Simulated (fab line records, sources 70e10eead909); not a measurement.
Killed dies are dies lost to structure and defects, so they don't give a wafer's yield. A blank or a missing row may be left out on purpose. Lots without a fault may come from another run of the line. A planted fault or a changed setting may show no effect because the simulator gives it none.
A struck lot beside a sound one | flow nand_harc | 32 steps out of a route of 1302
Sound: wafers L521.1, L521.2, L521.4. Struck: wafer L522.2. (L522.3, L522.4 of the same lot were not struck and are left out.) The cause comes at the end.
At each step with rows: each side's tool, then ch and its chambers, then its first start. Under that, the readings that differ: sound wafers | struck wafers | difference of the means | sigmas: that difference in standard deviations of wafers without a fault.
alike: readings whose means differ by less than 2 such deviations, and words and numbers that are the same on both sides. not compared: withheld readings, readings that some wafer has no value for, bounds like >300 that may hide the same value, and numbers for which the record gives no deviation and whose values overlap.
The two part at a step that has a row with sigmas, a row that says differs or no value, or rows on one side only. Numbers that don't overlap but have no deviation are shown without sigmas and don't part them. A reading that every wafer of one side lacks parts them only if that side has two wafers or more.

first, 1 step without rows for these wafers: NHARC_THIN_TSV_DEGAS_49 (time 120 s).
NHARC_THIN_TSV_PRE_CLEAN_50: time 30 s.
  sound on pvd_sputter-01; struck on pvd_sputter-03
  alike: heater_power_w
NHARC_THIN_TSV_PVD_19: deposits TaN, target thk 20 nm.
  sound on pvd_sputter-01; struck on pvd_sputter-03
  alike: throttle_valve_pct
then, 2 steps without rows for these wafers: NHARC_THIN_TSV_PVD_51 (deposits Cu, target thk 100 nm); NHARC_THIN_TSV_ECD_20 (material Cu, target thk 2000 nm).
NHARC_THIN_TSV_ANNEAL_52: time 90 s.
  sound on rtp_anneal-02 ch 0, day 27 15:47; struck on rtp_anneal-01 ch 0, day 28 13:55
  alike: anneal_temp_c_max, wafer_temp_C_max
NHARC_THIN_TSV_CMP_21: polishes, t overpolish 30 s, target thk 2000 nm.
  sound on cmp-02 ch 1,2,3, day 27 16:08; struck on cmp-02 ch 0, day 28 14:14
  alike: motor_current_A, overpolish_run_s, slurry_filter_dp_kPa
then, 4 steps without rows for these wafers: NHARC_THIN_TSV_SRD_23; NHARC_THIN_TSV_DEGAS_53 (time 60 s); NHARC_THIN_TSV_PRE_CLEAN_54 (time 30 s); NHARC_THIN_TSV_PVD_55 (deposits TiN, target thk 50 nm).
NHARC_THIN_TSV_PVD_24: deposits Al, target thk 800 nm.
  sound on pvd_sputter-01, day 27 16:57; struck on pvd_sputter-01, day 28 15:01
then, 8 steps without rows for these wafers: NHARC_THIN_TSV_DEHYDRATE_25 (time 120 s); NHARC_THIN_TSV_HMDS_26 (time 30 s); NHARC_THIN_TSV_COAT_27; NHARC_THIN_TSV_SOFTBAKE_28 (time 95 s); NHARC_THIN_TSV_EBR_29; NHARC_THIN_TSV_EXPOSE_30 (exposes mask PAD); NHARC_THIN_TSV_PEB_31 (peb time 85 s); NHARC_THIN_TSV_DEVELOP_32 (time 70 s).
NHARC_THIN_TSV_CD_MEAS_33: target cd 5000 nm.
  sound on cd_sem-02 ch 0, day 27 17:37; struck on cd_sem-03 ch 0, day 28 15:41
  reading    | sound          | struck | difference | sigmas
  cd_nm (nm) | 4996 4992 4996 | 5001   | +6         | +2
then, 4 steps without rows for these wafers: NHARC_THIN_TSV_HARDBAKE_34 (time 80 s); NHARC_THIN_TSV_DESCUM_35 (chemistry O2, time 3 s); NHARC_THIN_TSV_ETCH_59 (etches the open film in Cl2/BCl3, target depth 880 nm, time 138.1 s); NHARC_THIN_TSV_ETCH_36 (etches the open film in Cl2/BCl3, target depth 65 nm, time 18.571 s).
NHARC_THIN_TSV_STRIP_56: strips in O2.
  sound on plasma_asher-02 ch 0,1, day 27 18:16; struck on plasma_asher-02 ch 1, day 28 16:19
  alike: drypump_motor_current_A, heater_power_w
  not compared: rf_hours_counter_h
then, 1 step without rows for these wafers: NHARC_THIN_TSV_STRIP_57 (strips in post etch residue remover, time 1200 s).
NHARC_THIN_TSV_CD_MEAS_37:
  sound on cd_sem-02, day 27 19:03; struck on cd_sem-01, day 28 17:07
  alike: cd_nm
then, 1 step without rows for these wafers: NHARC_THIN_TSV_ANNEAL_58 (time 1800 s).
NHARC_THIN_TSV_INSPECT_40:
  sound on defect_inspect-01, day 28 01:26; struck on defect_inspect-02, day 28 20:10
  alike: raw_defect_count
NHARC_END_WLT_00:
  the record has rows for the sound wafers here (prober-02, day 28 02:22) and none for the struck ones
NHARC_END_SORT_01:
  sound on prober-02 ch 0, day 28 05:20; struck on prober-01 ch 0, day 29 00:01
  reading                  | sound          | struck | difference | sigmas
  defect_limited_yield (%) | 89.2 88.9 88.9 | 0      | -89        | -37
  killed_at_other          | 0 2 3          | 617    | +615       | +99 or more
  killed_dies              | 73 75 75       | 677    | +603       | +38
  sort_bin_3_pct (%)       | 0.7 0.7 0.4    | 91.7   | +91.1      | +99 or more
  sort_n_pass              | 604 602 602    | 0      | -603       | -38
  sort_rim_yield_pct (%)   | 88 94 93       | 0      | -92        | -24
  sort_yield_pct (%)       | 89.2 88.9 88.9 | 0      | -89        | -37
  alike: killed_at_array, killed_at_periphery, killed_open, killed_short, sort_bin_2_pct, sort_bin_4_pct

WHERE THEY PART
First at NHARC_THIN_TSV_CD_MEAS_33; last, within this record, at NHARC_END_SORT_01.

WHY: what the simulator had put in
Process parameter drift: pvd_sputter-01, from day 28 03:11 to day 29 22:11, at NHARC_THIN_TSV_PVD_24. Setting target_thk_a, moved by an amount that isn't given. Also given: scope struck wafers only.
